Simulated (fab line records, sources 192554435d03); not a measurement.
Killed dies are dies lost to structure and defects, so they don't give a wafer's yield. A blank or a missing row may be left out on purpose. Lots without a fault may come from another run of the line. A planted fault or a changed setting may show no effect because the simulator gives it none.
fab line records | flow n5_finfet
record lots=10 wafers=30 last_day=18
route steps=1938 shown MIM_BOT_ETCH@1866 TV_LITHO@1883 TV_OPEN@1889 PASSIVATION@1936
lots that met no fault: from a run of the same line without faults
start_h: hours from the record's first day to the start of the lot's first wafer shown | wait_h: hours since the lot's step before | " the same as in the row above | L1.1+2: a row that stands for several wafers | - no value, or no start given | * or withheld: withheld | < > ~ a bound
route shown NAME@n: a module of which the file shows steps, and the number in the route of the first | usual: mean/standard deviation of fault-free wafers | same: alike in all rows | chamber/n: place in a boat | sites: the reading at each site | _std_site: their standard deviation | _edge_site: outer sites' mean less inner sites' | radius_mm: how far each site lies from the wafer's centre | mask NAME#n: copy n | behind: the tool/chamber that last shaped the wafer | hold: why the lot was held/for how many hours/how that ended | device: the transistor (n, p or np) that didn't switch | end of line: the same wafers' tests at the end of the route | a step without rows: its recipe alone | killed: dies lost to structure and defects at the first sort, not the wafer's yield | map: a wafer's dies, x killed, . not, _ none there
set.NAME: the setting as run; set.NAME@STEP: as run at that earlier step | model.NAME: the simulator's own value behind a step, which no gauge read
steps of the route over a sample of lots; a table a step, a row a wafer
services: from which hour (start_h, from the record's first day; less than 0 if before it) a tool's chamber was out of use, for how many hours, and why
## steps
# step N5_MIM_BOT_ETCH_ETCH_04
# recipe chemistry=CF4/O2 target=SiNx target_depth_a=260 time_s=13 ion_energy_ev=100 pressure_mtorr=40 source_w=535 bias_w=49 Ar_flow_sccm=100 cf4_flow_sccm=100 O2_flow_sccm=10
# usual bias_w=48.98/0.14 drypump_motor_current_A=5.7/0.46 mfc_ar_sccm=99.98/0.29 oes_f_703_au=0.82/0.095 oes_product_au=0.82/0.098 rf_vpp_V=241/4.1 showerhead_plenum_p_Torr=2.22/0.095 throttle_valve_pct=15.95/0.25
# columns lot.wafer tool chamber start_h wait_h bias_w drypump_motor_current_A mfc_ar_sccm oes_f_703_au oes_product_au rf_hours_counter_h rf_vpp_V showerhead_plenum_p_Torr throttle_valve_pct
L651.2 rie_diel-01 2 290.34 0.0 49.06 6.4 100.52 0.94 0.94 14 240 2.24 15.60
L651.3 " 0 " " 48.74 5.5 99.93 0.75 0.74 126 240 2.21 15.82
L651.4 " 1 " " 49.24 6.1 99.96 0.68 0.67 239 236 2.18 16.39
L652.1 rie_diel-06 2 311.15 0.0 49.05 5.6 100.14 1.03 1.03 0 246 2.34 15.62
L652.3 " 0 " " 49.05 6.0 99.79 0.71 0.71 194 238 2.27 16.06
L652.6 " 0 " " 49.15 6.0 100.27 0.72 0.71 - 238 2.27 16.05
L653.2 rie_diel-01 3 316.80 0.0 48.84 5.3 99.62 0.93 0.94 11 243 2.17 15.63
L653.3 " 1 " " 48.87 6.1 100.27 0.68 0.66 250 234 2.18 16.40
L653.6 " 3 " " 49.11 5.3 100.24 0.93 0.93 - 240 2.17 15.62
L656.2 rie_diel-01 3 330.30 0.0 49.14 5.3 100.48 0.92 0.92 17 242 2.17 15.64
L656.5 " 3 " " 49.05 5.3 100.34 0.91 0.92 - 241 2.16 15.65
L656.6 " 0 " " 48.90 5.4 100.14 0.73 0.72 - 238 2.20 15.83
L657.1 rie_diel-01 2 337.25 0.0 49.30 6.4 100.27 0.90 0.90 32 242 2.24 15.62
L657.2 " 3 " " 48.91 5.3 100.36 0.91 0.91 19 241 2.16 15.64
L657.5 " 2 " " 48.98 6.4 99.86 0.91 0.89 - 239 2.24 15.62
L658.2 rie_diel-05 2 356.05 0.0 48.50 5.5 99.67 0.86 0.86 47 248 2.33 15.70
L658.4 " 0 " " 48.91 5.3 99.54 0.70 0.70 221 238 2.01 16.32
L658.6 " 1 " " 49.07 6.6 99.67 0.87 0.87 - 238 2.34 16.14
L659.1 rie_diel-06 1 360.84 0.0 48.89 5.7 99.99 0.85 0.86 46 242 2.17 15.99
L659.5 " 3 " " 48.85 5.7 99.93 0.72 0.73 - 245 2.29 16.21
L659.6 " 1 " " 48.97 5.8 100.04 0.86 0.87 - 241 2.17 16.01
L664.1 rie_diel-01 2 394.05 0.0 48.94 6.3 100.32 0.88 0.88 50 241 2.23 15.66
L664.3 " 3 " " 49.42 5.3 100.14 0.87 0.88 37 242 2.16 15.68
L664.4 " 1 " " 48.92 6.1 99.37 0.90 0.90 16 235 2.17 15.98
L667.1 rie_diel-05 0 408.26 0.0 48.87 5.3 99.83 0.69 0.68 242 237 2.00 16.37
L667.4 " 1 " " 49.17 6.6 99.84 0.84 0.84 92 237 2.33 16.17
L667.5 " 1 " " 49.21 6.6 100.53 0.84 0.85 - 239 2.33 16.18
L668.1 rie_diel-06 3 421.14 0.0 48.86 5.7 100.24 0.70 0.71 210 246 2.28 16.25
L668.4 " 2 " " 48.93 5.6 100.09 0.93 0.91 32 245 2.33 15.68
L668.6 " 2 " " 48.77 5.6 99.49 0.92 0.91 - 245 2.33 15.69
# step N5_PASSIVATION_CD_MEAS_10
# recipe target_cd_nm=3000 landing_energy_ev=500 detector=se_inlens
# usual cd_nm=3000/3.1
# columns lot.wafer tool chamber start_h wait_h cd_nm
L651.2 cd_sem-03 0 291.91 - 2999
L651.3 " 0 " " 3001
L651.4 " 0 " " 3002
L652.1 cd_sem-03 0 314.03 - 3001
L652.3 " 0 " " 3003
L652.6 " 0 " " 3000
L653.2 cd_sem-03 0 318.26 - 3002
L653.3 " 0 " " 3002
L653.6 " 0 " " 2999
L656.2 cd_sem-02 0 332.88 - 3000
L656.5 " 0 " " 3004
L656.6 " 0 " " 3001
L657.1 cd_sem-01 0 339.36 - 2997
L657.2 " 0 " " 2993
L657.5 " 0 " " 2994
L658.2 cd_sem-01 0 359.11 - 2998
L658.4 " 0 " " 2994
L658.6 " 0 " " 2997
L659.1 cd_sem-01 0 365.57 - 3002
L659.5 " 0 " " 3003
L659.6 " 0 " " 3002
L664.1 cd_sem-02 0 397.80 - 3003
L664.3 " 0 " " 2999
L664.4 " 0 " " 2996
L667.1 cd_sem-01 0 409.75 - 2998
L667.4 " 0 " " 3002
L667.5 " 0 " " 3002
L668.1 cd_sem-03 0 423.58 - 3006
L668.4 " 0 " " 3003
L668.6 " 0 " " 3000
# step N5_PASSIVATION_STRIP_14
# recipe chemistry=O2 power_w=600 temp_c=60 pressure_mtorr=30 rf_frequency_hz=6e+07 bias_power_w=0 overash_fraction=0.5 o2_flow_sccm=225
# usual drypump_motor_current_A=5.8/0.56 o2_flow_sccm=225.0/0.66 oes_product_au=0.78/0.075 rf_vpp_V=3.6/1 showerhead_plenum_p_Torr=2.11/0.065 throttle_valve_pct=16.6/0.33
# columns lot.wafer tool chamber start_h wait_h drypump_motor_current_A o2_flow_sccm oes_product_au rf_hours_counter_h rf_vpp_V showerhead_plenum_p_Torr throttle_valve_pct
L651.2 rie_diel-03 2 292.35 0.1 5.0 225.5 0.78 136 2.8 2.11 16.9
L651.3 " 3 " " 5.6 225.5 0.83 67 2.7 2.22 16.5
L651.4 " 1 " " 6.0 224.7 0.73 203 2.7 1.99 16.9
L652.1 rie_diel-02 3 314.97 0.1 6.6 224.9 0.86 72 4.9 2.21 16.6
L652.3 " 0 " " 5.1 225.4 0.68 242 3.3 2.06 17.1
L652.6 " 2 " " 6.6 224.8 0.83 - 4.6 2.11 16.1
L653.2 rie_diel-02 1 319.06 0.1 5.4 224.7 0.80 109 6.3 2.09 16.3
L653.3 " 2 " " 6.6 224.9 0.82 69 1.7 2.11 16.1
L653.6 " 1 " " 5.4 224.4 0.80 - 4.2 2.09 16.3
L656.2 rie_diel-02 0 333.39 0.1 5.1 225.0 0.67 250 3.6 2.05 17.1
L656.5 " 2 " " 6.6 225.3 0.83 - 2.8 2.11 16.1
L656.6 " 1 " " 5.4 225.9 0.79 - 3.2 2.08 16.3
L657.1 rie_diel-03 0 339.80 0.1 5.9 225.4 0.73 212 4.7 2.08 16.8
L657.2 " 1 " " 6.0 225.1 0.70 220 3.6 1.98 17.0
L657.5 " 1 " " 6.0 225.8 0.72 - 2.6 1.99 16.9
L658.2 rie_diel-02 3 359.65 0.1 6.6 224.1 0.84 88 3.7 2.20 16.6
L658.4 " 1 " " 5.4 224.4 0.78 123 2.9 2.08 16.3
L658.6 " 1 " " 5.4 225.0 0.78 - 5.6 2.08 16.4
L659.1 rie_diel-03 1 366.01 0.1 6.0 225.5 0.70 228 4.6 1.98 16.9
L659.5 " 0 " " 5.9 224.5 0.71 - 4.9 2.08 16.8
L659.6 " 1 " " 6.0 225.4 0.70 - 2.8 1.98 17.0
L664.1 rie_diel-03 1 398.24 0.1 6.0 225.4 0.69 235 3.9 1.98 17.0
L664.3 " 0 " " 5.9 223.9 0.71 227 3.1 2.07 16.8
L664.4 " 3 " " 5.7 225.6 0.80 99 3.0 2.21 16.5
L667.1 rie_diel-03 0 410.19 0.1 5.9 224.6 0.71 231 4.4 2.07 16.8
L667.4 " 2 " " 5.0 224.7 0.74 - 4.4 2.10 17.0
L667.5 " 0 " " 5.9 224.6 0.70 - 2.3 2.07 16.8
L668.1 rie_diel-02 2 424.02 0.1 6.6 224.4 0.80 102 5.0 2.10 16.2
L668.4 " 0 " " 5.1 224.8 0.89 23 3.2 2.05 16.7
L668.6 " 3 " " 6.7 224.3 0.81 - 4.5 2.20 16.6
# step N5_PASSIVATION_ETCH_15
# recipe chemistry=CF4/N2 target=SiCN target_depth_a=750 taper_deg=2 time_s=81.2 ion_energy_ev=150 mask_material=SiNx pressure_mtorr=40 source_w=430 bias_w=70 Ar_flow_sccm=100 cf4_flow_sccm=60 n2_flow_sccm=60
# usual bias_w=69.99/0.23 drypump_motor_current_A=5.8/0.56 mfc_ar_sccm=100.0/0.34 oes_product_au=0.78/0.077 rf_vpp_V=382.7/1.8 showerhead_plenum_p_Torr=2.22/0.065 throttle_valve_pct=15.40/0.29
# columns lot.wafer tool chamber start_h wait_h bias_w drypump_motor_current_A mfc_ar_sccm oes_product_au rf_hours_counter_h rf_vpp_V showerhead_plenum_p_Torr throttle_valve_pct
L651.2 rie_diel-03 2 292.39 - 69.89 5.0 99.7 0.75 136 381.5 2.20 15.60
L651.3 " 3 " " 70.20 5.6 99.9 0.85 67 384.4 2.33 15.19
L651.4 " 1 " " 70.10 6.0 99.9 0.71 203 378.9 2.10 15.65
L652.1 rie_diel-02 3 315.01 - 70.29 6.6 100.2 0.86 72 385.0 2.32 15.34
L652.3 " 0 " " 69.82 5.1 100.1 0.67 242 380.6 2.17 15.86
L652.6 " 2 " " 69.98 6.6 100.4 0.83 - 383.5 2.24 15.01
L653.2 rie_diel-02 1 319.10 - 70.11 5.4 100.1 0.80 109 383.9 2.21 15.14
L653.3 " 2 " " 69.66 6.6 100.2 0.83 69 382.7 2.24 15.01
L653.6 " 1 " " 69.91 5.4 99.5 0.80 - 382.0 2.21 15.15
L656.2 rie_diel-02 0 333.43 - 69.93 5.1 100.2 0.67 250 381.9 2.16 15.87
L656.5 " 2 " " 69.88 6.6 100.5 0.82 - 381.2 2.24 15.01
L656.6 " 1 " " 77.91 5.4 100.1 0.81 - 410.1 2.21 15.16
L657.1 rie_diel-03 0 339.84 - 69.61 5.9 100.0 0.71 212 382.1 2.19 15.57
L657.2 " 1 " " 70.25 6.0 100.2 0.70 220 379.3 2.09 15.70
L657.5 " 1 " " 70.35 6.0 99.4 0.70 - 379.9 2.09 15.69
L658.2 rie_diel-02 3 359.69 - 70.22 6.5 100.3 0.82 88 385.2 2.32 15.38
L658.4 " 1 " " 77.85 5.4 100.3 0.80 123 410.0 2.21 15.18
L658.6 " 1 " " 78.01 5.4 100.8 0.81 - 410.4 2.21 15.17
L659.1 rie_diel-03 1 366.05 - 69.84 6.0 100.2 0.69 228 378.8 2.09 15.70
L659.5 " 0 " " 70.60 5.9 100.2 0.70 - 381.6 2.19 15.61
L659.6 " 1 " " 69.93 6.0 99.4 0.70 - 380.2 2.09 15.71
L664.1 rie_diel-03 1 398.28 - 69.94 6.0 99.8 0.69 235 380.2 2.08 15.73
L664.3 " 0 " " 69.48 5.9 99.6 0.70 227 382.2 2.18 15.62
L664.4 " 3 " " 70.12 5.6 99.8 0.81 99 384.3 2.32 15.28
L667.1 rie_diel-03 0 410.23 - 69.64 5.9 100.1 0.69 231 381.1 2.18 15.63
L667.4 " 2 " " 69.97 5.0 99.9 0.74 - 381.5 2.19 15.67
L667.5 " 0 " " 69.96 5.9 100.1 0.70 - 382.5 2.18 15.60
L668.1 rie_diel-02 2 424.06 - 69.52 6.6 99.2 0.78 102 382.6 2.23 15.07
L668.4 " 0 " " 69.54 5.1 100.7 0.90 23 378.7 2.16 15.39
L668.6 " 3 " " 70.19 6.6 100.1 0.82 - 384.1 2.31 15.41
# step N5_PASSIVATION_PROBE_49
# usual defect_limited_yield=90.9/1.5 killed_at_M0_to_M3=35/10 killed_at_M4_up=14/5.2 killed_at_contacts=13/7.3 killed_at_front_end=42/12 killed_at_other=3.4/2.5 killed_dies=108/18 killed_open=70/13 killed_short=35/8 sort_bin_5_function=5.4/1 sort_bin_6_memory=3.4/0.71 sort_bin_8_speed=0.00/0.0099 sort_n_pass=1072/18 sort_yield_pct=90.9/1.5
# same gross_dies=1180 killed_at_back_side=0 sort_bin_4_leakage[%]=0
# columns lot.wafer tool chamber start_h wait_h defect_limited_yield[%] killed_at_M0_to_M3 killed_at_M4_up killed_at_contacts killed_at_front_end killed_at_other killed_dies killed_open killed_short sort_bin_5_function[%] sort_bin_6_memory[%] sort_bin_8_speed[%] sort_n_pass sort_yield_pct[%]
L651.2 prober-01 - 299.93 0.1 92.5 46 9 9 21 3 88 45 41 4.4 2.5 0 1092 92.5
L651.3 prober-01 - 299.98 0.1 91.3 49 14 10 29 1 103 65 38 4.7 3.6 0 1077 91.3
L651.4 prober-01 - 300.03 0.2 92.6 48 13 4 20 2 87 54 32 4.3 2.8 0 1093 92.6
L659.1 prober-02 - 372.56 0.0 89.8 41 9 22 47 1 120 75 42 5.5 4.2 0 1060 89.8
L659.5 prober-02 - 372.76 0.2 87.3 49 15 27 57 2 150 94 54 8.0 4.3 0 1030 87.3
L659.6 prober-02 - 372.81 0.3 87.9 39 11 18 68 7 143 91 52 7.1 4.7 0 1037 87.9
L664.1 prober-01 - 405.70 0.0 92.4 19 7 10 47 7 90 59 26 4.6 2.9 0 1090 92.4
L664.3 prober-01 - 405.80 0.1 93.6 26 11 1 34 3 75 45 27 3.8 2.5 0 1105 93.6
L664.4 prober-01 - 405.85 0.2 89.8 37 9 10 64 0 120 82 32 6.8 2.9 0 1060 89.8
L667.1 prober-01 - 417.87 0.0 91.9 27 10 7 49 2 95 57 36 4.7 3.0 0 1085 91.9
L667.4 prober-01 - 418.02 0.2 92.3 33 11 6 29 12 91 51 39 4.6 2.8 0 1089 92.3
L667.5 prober-01 - 418.07 0.2 89.7 35 11 22 47 6 121 85 36 6.2 3.6 0 1059 89.7
# killed by level:class
L651.2 BEOL_M0_SAQP:geometric_particle:short=16 BEOL_M0_SAQP:geometric_particle:open=11 FIN_SAQP:geometric_particle:short=6 MOL_CONTACT_COAG:geometric_particle:open=6 BEOL_M3:geometric_particle:open=6 FIN_SAQP:geometric_particle:open=3 STI_FIN_REVEAL:geometric_particle:open=3 BEOL_M4:geometric_particle:open=3
L651.3 BEOL_M0_SAQP:geometric_particle:open=15 BEOL_M0_SAQP:geometric_particle:short=12 BEOL_M2:geometric_particle:open=11 BEOL_M5:geometric_particle:open=7 STI_FIN_REVEAL:geometric_particle:open=6 MOL_CONTACT_COAG:geometric_particle:short=5 MOL_CONTACT_COAG:geometric_particle:open=5 FIN_SAQP:geometric_particle:short=4
L651.4 BEOL_M0_SAQP:geometric_particle:short=13 BEOL_M0_SAQP:geometric_particle:open=10 BEOL_M4:geometric_particle:open=7 BEOL_M1:geometric_particle:open=6 BEOL_M3:geometric_particle:open=6 STARTING-WAFER:geometric_particle:open=6 BEOL_M3:geometric_particle:short=5 DUMMY_GATE:geometric_particle:open=4
L659.1 MOL_CONTACT_COAG:geometric_particle:open=16 BEOL_M0_SAQP:geometric_particle:short=12 FIN_SAQP:geometric_particle:open=9 STI_FIN_REVEAL:geometric_particle:open=9 BEOL_M0_SAQP:geometric_particle:open=8 FIN_SAQP:geometric_particle:short=6 DUMMY_GATE:geometric_particle:open=6 GATE_CUT:geometric_particle:short=5
L659.5 MOL_CONTACT_COAG:geometric_particle:open=21 BEOL_M0_SAQP:geometric_particle:short=13 STI_FIN_REVEAL:geometric_particle:open=12 BEOL_M3:geometric_particle:open=12 FIN_SAQP:geometric_particle:open=11 FIN_SAQP:geometric_particle:short=8 BEOL_M4:geometric_particle:open=7 MOL_CONTACT_COAG:geometric_particle:short=6
L659.6 STI_FIN_REVEAL:geometric_particle:open=24 FIN_SAQP:geometric_particle:open=11 MOL_CONTACT_COAG:geometric_particle:open=10 FIN_SAQP:geometric_particle:short=9 MOL_CONTACT_COAG:geometric_particle:short=8 BEOL_M0_SAQP:geometric_particle:short=8 BEOL_M0_SAQP:geometric_particle:open=7 GATE_CUT:geometric_particle:short=7
L664.1 DUMMY_GATE:geometric_particle:open=10 STI_FIN_REVEAL:geometric_particle:open=8 BEOL_M3:geometric_particle:open=7 FIN_SAQP:geometric_particle:open=6 MOL_CONTACT_COAG:geometric_particle:open=6 GATE_CUT:geometric_particle:short=5 MOL_CONTACT_COAG:geometric_particle:short=4 STARTING-WAFER:geometric_particle:short=4
L664.3 FIN_SAQP:geometric_particle:open=12 FIN_SAQP:geometric_particle:short=9 BEOL_M2:geometric_particle:open=7 BEOL_M1:geometric_particle:short=5 BEOL_M3:geometric_particle:open=5 BEOL_M4:geometric_particle:open=5 BEOL_M1:geometric_particle:open=3 STARTING-WAFER:geometric_particle:short=3
L664.4 BEOL_M3:geometric_particle:open=13 DUMMY_GATE:geometric_particle:open=11 FIN_SAQP:geometric_particle:short=10 FIN_SAQP:geometric_particle:open=10 MOL_CONTACT_COAG:geometric_particle:open=8 BEOL_M2:geometric_particle:open=7 GATE_CUT:geometric_particle:open=6 FIN_CUT:geometric_particle:open=5
L667.1 FIN_SAQP:geometric_particle:open=17 FIN_SAQP:geometric_particle:short=13 BEOL_M0_SAQP:geometric_particle:short=6 MOL_CONTACT_COAG:geometric_particle:open=6 BEOL_M2:geometric_particle:open=5 BEOL_M4:geometric_particle:open=5 GATE_CUT:geometric_particle:short=4 BEOL_M0_SAQP:geometric_particle:open=4
L667.4 FIN_SAQP:geometric_particle:short=10 BEOL_M2:geometric_particle:open=7 BEOL_M0:geometric_particle:open=6 FIN_SAQP:geometric_particle:open=5 MOL_CONTACT_COAG:geometric_particle:open=5 BEOL_M0_SAQP:geometric_particle:short=5 BEOL_M0_SAQP:geometric_particle:open=4 BEOL_M4:geometric_particle:open=4
L667.5 FIN_SAQP:geometric_particle:open=17 MOL_CONTACT_COAG:geometric_particle:open=15 FIN_SAQP:geometric_particle:short=13 STI_FIN_REVEAL:geometric_particle:open=9 BEOL_M2:geometric_particle:open=9 BEOL_M0_SAQP:geometric_particle:open=8 MOL_CONTACT_COAG:geometric_particle:short=7 BEOL_M4:geometric_particle:open=7
## services
# columns tool chamber start_h hours kind
rie_diel-06 2 288.52 - clean
rie_diel-06 2 288.52 - consumable_replace:focus_ring
rie_diel-06 2 288.52 - consumable_replace:showerhead
rie_diel-06 2 288.52 22.3 scheduled_down
rie_diel-06 2 288.52 22.3 vent_cycle
rie_diel-05 3 297.49 - clean
rie_diel-05 3 297.49 - consumable_replace:focus_ring
rie_diel-05 3 297.49 20.9 scheduled_down
rie_diel-02 0 307.62 3.9 repair
rie_diel-06 3 309.61 11.3 repair
rie_diel-01 1 318.59 - clean
rie_diel-01 1 318.59 - consumable_replace:focus_ring
rie_diel-01 1 318.59 20.4 scheduled_down
rie_diel-01 1 318.59 20.4 vent_cycle
rie_diel-01 3 331.39 3.3 repair
rie_diel-02 0 333.52 - clean
rie_diel-02 0 333.52 - consumable_replace:focus_ring
rie_diel-02 0 333.52 15.5 scheduled_down
rie_diel-02 0 333.52 15.5 vent_cycle
rie_diel-03 3 356.86 1.3 repair
rie_diel-06 2 357.44 6.5 repair
rie_diel-05 3 367.90 10.7 repair
rie_diel-02 - 385.55 2.8 pm
rie_diel-03 1 405.82 16.8 repair
## key
first_sign step=N5_PASSIVATION_ETCH_15 reading=bias_w direction=up sigmas=35 usual=* struck=*
effect step=N5_PASSIVATION_ETCH_15 reading=rf_vpp_V direction=up sigmas=15 usual=382.7 struck=410.2
met_at N5_PASSIVATION_ETCH_15
struck_lots L656,L658
struck_wafers L656.6,L658.4,L658.6
not_acting_at N5_MIM_BOT_ETCH_ETCH_04,N5_PASSIVATION_CD_MEAS_10,N5_PASSIVATION_STRIP_14
onset_between 319.10 333.43
fault kind=process_parameter_drift tool=rie_diel-02 chamber=1 onset_h=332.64 steps=N5_PASSIVATION_ETCH_15 channel=bias_w offset=* shape=step end_h=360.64 acts_in=* stated=*
